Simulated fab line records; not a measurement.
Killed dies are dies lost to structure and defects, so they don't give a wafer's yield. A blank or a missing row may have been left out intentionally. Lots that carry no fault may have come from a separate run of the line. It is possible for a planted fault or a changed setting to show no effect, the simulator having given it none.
Matching of chambers + flow n5 finfet + cvd co-01 running N5_BEOL_M4_CVD_47: 3 sister chambers
The step deposits Co from CCTBA/H2, target thk 3 nm, time 223.8 s. 6 wafers are shown with their chamber, then 7 later ones without.

WAFERS WITH THEIR CHAMBER
| wafer  | chamber | run length s (s) |
|--------|---------|------------------|
| L888.4 | 0       | 247.6            |
| L899.2 | 2       | 246.7            |
| L899.4 | 2       | 246.2            |
| L903.2 | 1       | 246.3            |
| L903.4 | 1       | 245.7            |
| L903.5 | 0       | 247.6            |

WAFERS WITHOUT THEIR CHAMBER
| wafer  | run length s (s) |
|--------|------------------|
| L900.3 | 247.4            |
| L900.4 | 245.8            |
| L900.5 | 246.5            |
| L905.3 | 247.1            |
| L905.4 | 248.2            |
| L906.4 | 245.9            |
| L906.6 | 247.6            |

EACH ONE'S CHAMBER
| wafer  | from the rows above          | in truth |
|--------|------------------------------|----------|
| L900.3 | 0                            | 0        |
| L900.4 | can't be placed: 1 or 2      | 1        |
| L900.5 | can't be placed: 2 or 1      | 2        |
| L905.3 | can't be placed: 0 or 2 or 1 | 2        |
| L905.4 | 0                            | 0        |
| L906.4 | can't be placed: 1 or 2      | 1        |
| L906.6 | 0                            | 0        |
Placed correctly: 3 of 7. Not placeable from these rows: 4 (in 4, the candidates include the true chamber). Placed wrongly: 0.
How it was worked out, from the rows above alone: a wafer's distance from a chamber is the root of the sum, over the readings, of the square of ((its reading less the chamber's mean) divided by the reading's scatter). If the next closest chamber is less than 2 further off than the closest, the wafer can't be placed; otherwise it belongs to the closest. Each chamber's mean is taken over the wafers shown for it. How the scatter is found: for the shown wafers, subtract from each reading the mean of its chamber, square and add these, divide the total by (wafers less chambers), then take the root.
